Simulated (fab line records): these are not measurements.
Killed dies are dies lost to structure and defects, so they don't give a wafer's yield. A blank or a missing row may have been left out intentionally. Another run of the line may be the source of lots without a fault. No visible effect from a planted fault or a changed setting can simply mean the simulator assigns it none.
Chamber matching | flow n5-finfet | rie-diel-06 running N5_HKMG_FIN_ETCH_54: 4 sister chambers
The step etches SiARC in CF4, target depth 45.5 nm, time 75.8 s. 20 wafers are shown with their chamber, then 10 later ones without.

## WAFERS, EACH WITH ITS CHAMBER
wafer  | chamber | showerhead-plenum-p-Torr (Torr) | throttle-valve-pct (%) | oes-product-au (a.u.)
L077.1 | 3       | 2.10                            | 16.17                  | 0.57
L077.4 | 3       | 2.10                            | 16.17                  | 0.58
L077.6 | 1       | 2.22                            | 15.87                  | 0.62
L080.1 | 2       | 2.28                            | 15.15                  | 0.85
L080.2 | 0       | 2.12                            | 15.53                  | 0.61
L080.6 | 1       | 2.22                            | 15.88                  | 0.61
L081.3 | 2       | 2.28                            | 15.13                  | 0.85
L081.5 | 2       | 2.28                            | 15.15                  | 0.83
L081.6 | 0       | 2.12                            | 15.53                  | 0.61
L082.1 | 3       | 2.10                            | 15.64                  | 0.82
L082.3 | 1       | 2.22                            | 15.90                  | 0.61
L082.6 | 1       | 2.22                            | 15.88                  | 0.61
L086.1 | 3       | 2.10                            | 15.67                  | 0.79
L086.2 | 0       | 2.12                            | 15.56                  | 0.60
L086.6 | 1       | 2.21                            | 15.91                  | 0.60
L091.2 | 0       | 2.11                            | 15.58                  | 0.60
L091.4 | 3       | 2.10                            | 15.67                  | 0.77
L091.5 | 0       | 2.11                            | 15.57                  | 0.60
L094.3 | 3       | 2.09                            | 15.69                  | 0.76
L094.5 | 3       | 2.10                            | 15.68                  | 0.76

SIGNATURES, as means of the wafers listed above
reading                  | chamber 0 | chamber 1 | chamber 2 | chamber 3 | scatter within a chamber
showerhead-plenum-p-Torr | 2.1160    | 2.2180    | 2.2800    | 2.0986    | 0.00423
throttle-valve-pct       | 15.5540   | 15.8880   | 15.1433   | 15.8129   | 0.15
oes-product-au           | 0.6040    | 0.6100    | 0.8433    | 0.7214    | 0.0629
Rule: a wafer lies at a distance from a chamber equal to the root of the sum of squares, over the readings, of (its reading less the chamber's mean, divided by the reading's scatter). If the next closest chamber is less than 2 further off than the closest, the wafer can't be placed; otherwise it belongs to the closest. How the scatter is found: for the shown wafers, subtract from each reading the mean of its chamber, square and add these, divide the total by (wafers less chambers), then take the root.

## WAFERS WHOSE CHAMBER IS MISSING
wafer  | showerhead-plenum-p-Torr (Torr) | throttle-valve-pct (%) | oes-product-au (a.u.)
L094.6 | 2.11                            | 15.59                  | 0.60
L095.3 | 2.27                            | 15.19                  | 0.79
L095.5 | 2.11                            | 15.58                  | 0.59
L095.6 | 2.09                            | 15.68                  | 0.76
L096.1 | 2.27                            | 15.18                  | 0.78
L096.4 | 2.09                            | 15.69                  | 0.75
L096.5 | 2.21                            | 15.93                  | 0.59
L097.3 | 2.27                            | 15.19                  | 0.78
L097.4 | 2.09                            | 15.68                  | 0.75
L097.5 | 2.09                            | 15.70                  | 0.75

## WHICH CHAMBER EACH ONE RAN IN
wafer  | from the rows above | in truth
L094.6 | 0                   | 0
L095.3 | 2                   | 2
L095.5 | 0                   | 0
L095.6 | 3                   | 3
L096.1 | 2                   | 2
L096.4 | 3                   | 3
L096.5 | 1                   | 1
L097.3 | 2                   | 2
L097.4 | 3                   | 3
L097.5 | 3                   | 3
10 of 10 placed correctly. Number that these rows cannot place: 0. 0 placed wrongly.
